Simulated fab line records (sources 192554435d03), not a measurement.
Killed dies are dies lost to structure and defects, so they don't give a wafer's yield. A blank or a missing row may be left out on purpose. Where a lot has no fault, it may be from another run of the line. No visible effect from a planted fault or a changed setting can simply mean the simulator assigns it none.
Struck lot and sound lot, side by side :: flow n5-finfet :: 24 steps out of a route of 1938
Sound: wafers L212.2, L212.5, L212.6. The struck wafers were L218.2, L218.3, L218.4. At the end, the cause is stated.
Each step with rows lists, per side, the tool, then ch with its chambers, then its first start. Under that, the readings that differ: sound wafers :: struck wafers :: difference of the means :: sigmas: that difference in standard deviations of wafers without a fault.
alike: words and numbers the same on both sides, and readings whose means are apart by under 2 such deviations; not compared: readings that were withheld, readings missing a value for some wafer, numbers with overlapping values and no deviation given by the record, and bounds like >300 which may hide the same value.
A row with sigmas, a row that says differs or no value, or rows on one side alone: a step with any of these is where the two part. Non-overlapping numbers with no deviation appear without sigmas and do not part them. Lack of a reading on every wafer of one side parts them only where that side has two or more wafers.

first, 8 steps without rows for these wafers: N5_BEOL_M10_ANNEAL_51 (time 90 s); N5_BEOL_M10_CMP_52 (polishes, stops on SiCOH lowk, t overpolish 7 s, target thk 140 nm); N5_BEOL_M10_PRE_CLEAN_55 (time 15 s); N5_BEOL_M10_DEP_56 (deposits SiCN from 3MS/NH3, target thk 15 nm, time 26.5 s); N5_BEOL_M11_ILD_DEP_00 (deposits SiCOH lowk from DEMS/porogen, target thk 308.51 nm, time 58 s); N5_BEOL_M11_CURE_71 (cures SiCOH lowk, time 240 s); N5_BEOL_M11_PECVD_70 (deposits SiO2 from TEOS/O2, target thk 20 nm, time 22.7 s); N5_BEOL_M11_HM_DEP_02 (deposits TiN, target thk 20 nm).
N5_BEOL_M11_COAT_59: time 60 s, resist thk 100 nm.
  sound on litho-track-04 ch 0, day 12 22:12; struck on litho-track-04 ch 0, day 15 02:19
reading: spin-speed-rpm (rpm)
sound: 1501.7 1501.8 1500.6
struck: 1924.0 1925.0 1923.9
difference: +422.9
sigmas: +99 or more

reading: model.SOC_of_BEOL_M11_COAT_59.thk-nm (nm)
sound: 100.2 100.4 100.4
struck: 88.4 88.4 88.6
difference: -11.9
sigmas: 
then, 9 steps without rows for these wafers: N5_BEOL_M11_COAT_60 (time 60 s, resist thk 30 nm); N5_BEOL_M11_COAT_05 (resist thk 90 nm); N5_BEOL_M11_EBR_07; N5_BEOL_M11_SOFTBAKE_06 (time 60 s); N5_BEOL_M11_EXPOSE_08 (exposes mask M11); N5_BEOL_M11_PEB_09 (peb time 60 s); N5_BEOL_M11_DEVELOP_10 (develop time 30 s); N5_BEOL_M11_DESCUM_16 (chemistry O2, time 7.9 s); N5_BEOL_M11_ETCH_61 (etches SiARC in CF4, target depth 39 nm, time 65 s).
N5_BEOL_M11_ETCH_62: etches SOC in N2/H2, target depth 110 nm, overetch 22 nm, time 165 s.
  sound on rie-diel-02 ch 1,2, day 12 22:51; struck on rie-diel-04 ch 0,2,3, day 15 02:52
reading: model.etch.depth-nm (nm)
sound: 100.2 100.5 100.4
struck: 88.48 88.33 88.61
difference: -11.89
sigmas: 
  alike: drypump-motor-current-A, n2-flow-sccm, oes-product-au, rf-fwd-power-W, rf-vpp-V, showerhead-plenum-p-Torr, throttle-valve-pct
  not compared: rf-hours-counter-h
then, 2 steps without rows for these wafers: N5_BEOL_M11_STRIP_68 (strips in N2/H2); N5_BEOL_M11_STRIP_67 (strips in CF4).
N5_BEOL_M11_HM_OPEN_17: chemistry Cl2/BCl3, target TiN, target depth 20 nm, overetch 6 nm.
  sound on rie-metal-02 ch 0,1, day 12 23:11; struck on rie-metal-02 ch 0,1, day 15 03:02
reading: model.SOC_of_BEOL_M11_COAT_59.thk-nm (nm)
sound: 92.2 92.6 92.4
struck: 80.4 80.4 80.4
difference: -12.0
sigmas: 
  alike: drypump-motor-current-A, mfc-ar-sccm, oes-product-au, rf-fwd-power-W, throttle-valve-pct
  not compared: rf-hours-counter-h
then, 1 step without rows for these wafers: N5_BEOL_M11_STRIP_19 (strips in O2).
N5_PASSIVATION_PROBE_49:
  rows exist in the record for the sound wafers here (prober-01, day 15 01:06), none for the struck ones

## WHERE THEY PART
Last at N5_PASSIVATION_PROBE_49 as far as this record goes, first at N5_BEOL_M11_COAT_59.

WHY: what the simulator had put in
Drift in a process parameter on litho-track-04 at N5_BEOL_M11_COAT_59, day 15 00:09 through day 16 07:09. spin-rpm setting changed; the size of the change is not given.
